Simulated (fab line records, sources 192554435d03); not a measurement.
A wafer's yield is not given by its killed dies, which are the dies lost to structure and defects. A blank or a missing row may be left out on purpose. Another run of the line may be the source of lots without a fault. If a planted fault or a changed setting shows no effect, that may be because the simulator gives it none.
Which tool did it? | flow n5Finfet | Sampling: 24 lots, 72 wafers, 6 of 1938 route steps

## WHAT THE GAUGES SHOWED, per wafer
N5_BEOL_M4_CD_MEAS_35: target cd 18 nm, target cd y 22.4 nm. Usual: cdNm 18.2 nm, standard deviation 0.35.
lot  | measured     | on       | cdNm (nm)      | flag
L076 | day 9 06:31  | cdSem-03 | 18.6 18.4 18.4 | 
L074 | day 9 06:47  | cdSem-02 | 17.9 18.7 18.3 | 
L075 | day 9 11:28  | cdSem-02 | 18.1 18.2 18.5 | 
L077 | day 9 11:37  | cdSem-02 | 18.6 18.4 17.8 | 
L078 | day 10 12:13 | cdSem-02 | 18.0 18.1 17.9 | 
L080 | day 10 15:13 | cdSem-02 | 18.4 17.6 17.6 | 
L081 | day 10 15:42 | cdSem-01 | 18.2 18.2 18.3 | 
L079 | day 10 15:57 | cdSem-02 | 18.0 18.5 18.7 | 
L082 | day 10 19:32 | cdSem-03 | 18.0 17.7 18.3 | 
L083 | day 11 16:48 | cdSem-03 | 18.5 18.2 18.4 | 
L084 | day 11 20:11 | cdSem-01 | 18.5 18.6 18.8 | 
L087 | day 12 02:54 | cdSem-02 | 17.5 17.6 18.3 | 
L086 | day 12 03:12 | cdSem-02 | 17.9 18.2 18.0 | 
L085 | day 12 03:19 | cdSem-03 | 18.5 18.3 18.6 | 
L089 | day 13 07:58 | cdSem-02 | 18.5 18.6 18.3 | 
L088 | day 13 08:40 | cdSem-02 | 18.0 18.1 18.5 | 
L091 | day 13 10:46 | cdSem-02 | 17.6 18.2 17.8 | 
L090 | day 13 10:51 | cdSem-02 | 18.1 18.2 18.8 | 
L092 | day 13 11:15 | cdSem-02 | 17.7 17.8 17.6 | 
L094 | day 13 23:53 | cdSem-02 | 18.1 18.3 18.2 | 
L093 | day 14 05:40 | cdSem-01 | 18.4 18.1 18.5 | 
L095 | day 14 16:24 | cdSem-03 | 18.3 18.3 18.5 | 
L096 | day 14 20:36 | cdSem-02 | 18.1 18.5 18.0 | 
L097 | day 15 01:00 | cdSem-02 | 17.7 18.1 17.3 | 

N5_BEOL_M4_THK_MEAS_53: measures by xrf. Usual: M4_THK gives 39.4 nm (standard deviation 1.3).
lot  | measured     | on           | M4_THK (nm)    | flag
L076 | day 9 10:05  | filmMetro-01 | 41.3 37.7 38.5 | 
L074 | day 9 12:37  | filmMetro-01 | 39.5 39.1 38.9 | 
L075 | day 9 15:23  | filmMetro-01 | 39.6 39.5 41.3 | 
L077 | day 9 15:24  | filmMetro-02 | 39.7 38.2 38.2 | 
L078 | day 10 15:53 | filmMetro-02 | 39.4 38.2 38.8 | 
L080 | day 10 18:46 | filmMetro-01 | 38.0 40.7 39.3 | 
L081 | day 10 19:23 | filmMetro-02 | 39.8 40.2 41.6 | 
L079 | day 10 20:25 | filmMetro-02 | 38.3 39.6 38.0 | 
L082 | day 11 00:23 | filmMetro-01 | 36.2 38.5 37.5 | 
L083 | day 11 20:45 | filmMetro-01 | 39.9 38.6 40.6 | 
L084 | day 12 00:07 | filmMetro-02 | 40.6 39.1 41.4 | 
L087 | day 12 06:34 | filmMetro-01 | 38.4 38.8 39.7 | 
L086 | day 12 06:49 | filmMetro-01 | 40.6 39.2 39.0 | 
L085 | day 12 08:29 | filmMetro-02 | 38.3 40.4 38.6 | 
L089 | day 13 11:07 | filmMetro-01 | 37.3 38.6 39.5 | 
L088 | day 13 13:48 | filmMetro-02 | 39.9 40.5 40.2 | 
L091 | day 13 14:20 | filmMetro-01 | 40.8 40.2 40.3 | 
L090 | day 13 15:37 | filmMetro-02 | 40.6 40.9 41.1 | 
L092 | day 13 16:17 | filmMetro-01 | 38.8 37.5 36.5 | 
L094 | day 14 03:35 | filmMetro-01 | 40.8 40.7 41.7 | 
L093 | day 14 09:44 | filmMetro-02 | 41.7 38.5 40.5 | 
L095 | day 14 21:21 | filmMetro-02 | 40.8 42.3 41.1 | 
L096 | day 15 01:40 | filmMetro-02 | 39.0 40.4 40.9 | 
L097 | day 15 04:42 | filmMetro-02 | 37.3 38.8 38.1 | 

## WHICH TOOL RAN EACH LOT (tool, then ch and the chambers of the sampled wafers, then the start)
lot  | N5_BEOL_M4_PRE_CLEAN_45     | N5_BEOL_M4_SPUTTER_79       | N5_BEOL_M4_SPUTTER_81       | N5_BEOL_M4_ANNEAL_87
L076 | pvdSputter-02, day 9 06:53  | pvdSputter-02, day 9 07:44  | pvdSputter-02, day 9 07:58  | pvdSputter-02, day 9 08:16
L074 | pvdSputter-02, day 9 07:11  | pvdSputter-03, day 9 09:41  | pvdSputter-03, day 9 09:55  | pvdSputter-03, day 9 10:13
L075 | pvdSputter-02, day 9 11:53  | pvdSputter-02, day 9 12:47  | pvdSputter-02, day 9 13:01  | pvdSputter-02, day 9 13:19
L077 | pvdSputter-02, day 9 11:58  | pvdSputter-03, day 9 13:04  | pvdSputter-03, day 9 13:17  | pvdSputter-03, day 9 13:35
L078 | pvdSputter-03, day 10 12:32 | pvdSputter-03, day 10 13:31 | pvdSputter-03, day 10 13:44 | pvdSputter-03, day 10 14:02
L080 | pvdSputter-02, day 10 15:20 | pvdSputter-03, day 10 16:20 | pvdSputter-03, day 10 16:33 | pvdSputter-03, day 10 16:51
L081 | pvdSputter-03, day 10 15:47 | pvdSputter-02, day 10 17:04 | pvdSputter-02, day 10 17:17 | pvdSputter-02, day 10 17:35
L079 | pvdSputter-03, day 10 16:02 | pvdSputter-01, day 10 18:05 | pvdSputter-01, day 10 18:18 | pvdSputter-01, day 10 18:36
L082 | pvdSputter-03, day 10 19:45 | pvdSputter-03, day 10 22:03 | pvdSputter-03, day 10 22:16 | pvdSputter-03, day 10 22:34
L083 | pvdSputter-01, day 11 17:18 | pvdSputter-02, day 11 18:25 | pvdSputter-02, day 11 18:38 | pvdSputter-02, day 11 18:56
L084 | pvdSputter-02, day 11 20:34 | pvdSputter-02, day 11 21:40 | pvdSputter-02, day 11 21:53 | pvdSputter-02, day 11 22:11
L087 | pvdSputter-02, day 12 03:24 | pvdSputter-01, day 12 04:14 | pvdSputter-01, day 12 04:27 | pvdSputter-01, day 12 04:45
L086 | pvdSputter-01, day 12 03:34 | pvdSputter-02, day 12 04:26 | pvdSputter-02, day 12 04:40 | pvdSputter-02, day 12 04:58
L085 | pvdSputter-01, day 12 03:39 | pvdSputter-01, day 12 06:09 | pvdSputter-01, day 12 06:22 | pvdSputter-01, day 12 06:40
L089 | pvdSputter-01, day 13 08:04 | pvdSputter-02, day 13 08:48 | pvdSputter-02, day 13 09:01 | pvdSputter-02, day 13 09:19
L088 | pvdSputter-01, day 13 10:40 | pvdSputter-02, day 13 11:28 | pvdSputter-02, day 13 11:41 | pvdSputter-02, day 13 11:59
L091 | pvdSputter-03, day 13 11:10 | pvdSputter-03, day 13 12:01 | pvdSputter-03, day 13 12:14 | pvdSputter-03, day 13 12:32
L090 | pvdSputter-03, day 13 11:14 | pvdSputter-02, day 13 13:18 | pvdSputter-02, day 13 13:31 | pvdSputter-02, day 13 13:49
L092 | pvdSputter-03, day 13 11:34 | pvdSputter-03, day 13 13:56 | pvdSputter-03, day 13 14:10 | pvdSputter-03, day 13 14:28
L094 | pvdSputter-03, day 14 00:22 | pvdSputter-03, day 14 01:16 | pvdSputter-03, day 14 01:29 | pvdSputter-03, day 14 01:47
L093 | pvdSputter-01, day 14 06:10 | pvdSputter-01, day 14 07:24 | pvdSputter-01, day 14 07:37 | pvdSputter-01, day 14 07:55
L095 | pvdSputter-03, day 14 17:42 | pvdSputter-03, day 14 18:42 | pvdSputter-03, day 14 18:55 | pvdSputter-03, day 14 19:13
L096 | pvdSputter-02, day 14 20:49 | pvdSputter-03, day 14 23:20 | pvdSputter-03, day 14 23:34 | pvdSputter-03, day 14 23:52
L097 | pvdSputter-03, day 15 01:31 | pvdSputter-02, day 15 02:22 | pvdSputter-02, day 15 02:35 | pvdSputter-02, day 15 02:53
- N5_BEOL_M4_PRE_CLEAN_45: time 30 s.
- N5_BEOL_M4_SPUTTER_79: material Cu, target thk 4.5 nm, time 8.29 s.
- N5_BEOL_M4_SPUTTER_81: material Cu, target thk 4.5 nm, time 8.29 s.
- N5_BEOL_M4_ANNEAL_87: time 240 s.

## AS READ BY THE TOOLS THEMSELVES (means over the sampled wafers that have a number; for cases with no such wafer, the mark the record gives instead)
N5_BEOL_M4_PRE_CLEAN_45. Usual: heaterPowerW 339 W, standard deviation 22.
lot  | tool          | heaterPowerW (W) | flag
L076 | pvdSputter-02 | 362              | 
L074 | pvdSputter-02 | 321              | 
L075 | pvdSputter-02 | 320              | 
L077 | pvdSputter-02 | 324              | 
L078 | pvdSputter-03 | 320              | 
L080 | pvdSputter-02 | 345              | 
L081 | pvdSputter-03 | 333              | 
L079 | pvdSputter-03 | 350              | 
L082 | pvdSputter-03 | 352              | 
L083 | pvdSputter-01 | 326              | 
L084 | pvdSputter-02 | 350              | 
L087 | pvdSputter-02 | 341              | 
L086 | pvdSputter-01 | 332              | 
L085 | pvdSputter-01 | 330              | 
L089 | pvdSputter-01 | 328              | 
L088 | pvdSputter-01 | 324              | 
L091 | pvdSputter-03 | 315              | 
L090 | pvdSputter-03 | 332              | 
L092 | pvdSputter-03 | 356              | 
L094 | pvdSputter-03 | 357              | 
L093 | pvdSputter-01 | 331              | 
L095 | pvdSputter-03 | 366              | 
L096 | pvdSputter-02 | 332              | 
L097 | pvdSputter-03 | 338              | 

N5_BEOL_M4_SPUTTER_79. Usual: throttleValvePct 29.6 %, standard deviation 1.1.
lot  | tool          | throttleValvePct (%) | flag
L076 | pvdSputter-02 | 29.1                 | 
L074 | pvdSputter-03 | 30.0                 | 
L075 | pvdSputter-02 | 29.2                 | 
L077 | pvdSputter-03 | 29.3                 | 
L078 | pvdSputter-03 | 29.2                 | 
L080 | pvdSputter-03 | 29.3                 | 
L081 | pvdSputter-02 | 29.5                 | 
L079 | pvdSputter-01 | 31.2                 | 
L082 | pvdSputter-03 | 29.3                 | 
L083 | pvdSputter-02 | 29.3                 | 
L084 | pvdSputter-02 | 28.9                 | 
L087 | pvdSputter-01 | 31.3                 | 
L086 | pvdSputter-02 | 28.8                 | 
L085 | pvdSputter-01 | 31.2                 | 
L089 | pvdSputter-02 | 28.5                 | 
L088 | pvdSputter-02 | 29.7                 | 
L091 | pvdSputter-03 | 29.3                 | 
L090 | pvdSputter-02 | 29.9                 | 
L092 | pvdSputter-03 | 29.7                 | 
L094 | pvdSputter-03 | 30.2                 | 
L093 | pvdSputter-01 | 31.3                 | 
L095 | pvdSputter-03 | 29.6                 | 
L096 | pvdSputter-03 | 29.3                 | 
L097 | pvdSputter-02 | 28.7                 | 

N5_BEOL_M4_SPUTTER_81. Usual: throttleValvePct 29.6 %, standard deviation 1.
lot  | tool          | throttleValvePct (%) | flag
L076 | pvdSputter-02 | 29.0                 | 
L074 | pvdSputter-03 | 29.9                 | 
L075 | pvdSputter-02 | 29.1                 | 
L077 | pvdSputter-03 | 29.3                 | 
L078 | pvdSputter-03 | 29.4                 | 
L080 | pvdSputter-03 | 29.3                 | 
L081 | pvdSputter-02 | 29.7                 | 
L079 | pvdSputter-01 | 31.3                 | 
L082 | pvdSputter-03 | 29.2                 | 
L083 | pvdSputter-02 | 29.4                 | 
L084 | pvdSputter-02 | 28.9                 | 
L087 | pvdSputter-01 | 31.2                 | 
L086 | pvdSputter-02 | 28.9                 | 
L085 | pvdSputter-01 | 31.1                 | 
L089 | pvdSputter-02 | 28.5                 | 
L088 | pvdSputter-02 | 29.6                 | 
L091 | pvdSputter-03 | 29.1                 | 
L090 | pvdSputter-02 | 29.8                 | 
L092 | pvdSputter-03 | 29.6                 | 
L094 | pvdSputter-03 | 30.1                 | 
L093 | pvdSputter-01 | 31.1                 | 
L095 | pvdSputter-03 | 29.9                 | 
L096 | pvdSputter-03 | 29.2                 | 
L097 | pvdSputter-02 | 29.0                 | 

N5_BEOL_M4_ANNEAL_87. Usual: heaterPowerW 845 W, standard deviation 57; susceptor_temp_C_max 400.9, standard deviation 0.32.
lot  | tool          | heaterPowerW (W) | susceptor_temp_C_max | flag
L076 | pvdSputter-02 | 815              | 400.8                | 
L074 | pvdSputter-03 | 831              | 401.1                | 
L075 | pvdSputter-02 | 868              | 401.0                | 
L077 | pvdSputter-03 | 835              | 400.8                | 
L078 | pvdSputter-03 | 880              | 400.9                | 
L080 | pvdSputter-03 | 881              | 401.1                | 
L081 | pvdSputter-02 | 849              | 400.9                | 
L079 | pvdSputter-01 | 824              | 401.2                | 
L082 | pvdSputter-03 | 874              | 401.1                | 
L083 | pvdSputter-02 | 840              | 401.3                | 
L084 | pvdSputter-02 | 810              | 400.9                | 
L087 | pvdSputter-01 | 827              | 400.9                | 
L086 | pvdSputter-02 | 808              | 400.7                | 
L085 | pvdSputter-01 | 822              | 400.7                | 
L089 | pvdSputter-02 | 841              | 400.9                | 
L088 | pvdSputter-02 | 857              | 400.8                | 
L091 | pvdSputter-03 | 879              | 400.9                | 
L090 | pvdSputter-02 | 832              | 401.0                | 
L092 | pvdSputter-03 | 801              | 400.8                | 
L094 | pvdSputter-03 | 874              | 401.3                | 
L093 | pvdSputter-01 | 818              | 400.9                | 
L095 | pvdSputter-03 | 791              | 400.5                | 
L096 | pvdSputter-03 | 874              | 400.9                | 
L097 | pvdSputter-02 | 825              | 401.1                | 

## THE ANSWER, worked out from the rows above alone
Rule: take the mean of a lot's wafers that have a number; if it is more than 3 standard deviations from the usual mean, the lot is off. A lot without any number at a reading at which 4 lots or more have one is off too. Where the step has rows for the other lots, those lots are counted as sound. First the gauges in route order, then the tools' own readings, where a lot's mean is used as printed above. At the first step where some lot is off, the reading lying furthest off is the one used; lots without a number count as furthest.
Across all readings shown, no lot is off: no conclusion can be drawn from this.

## WHAT THE SIMULATOR PUT IN
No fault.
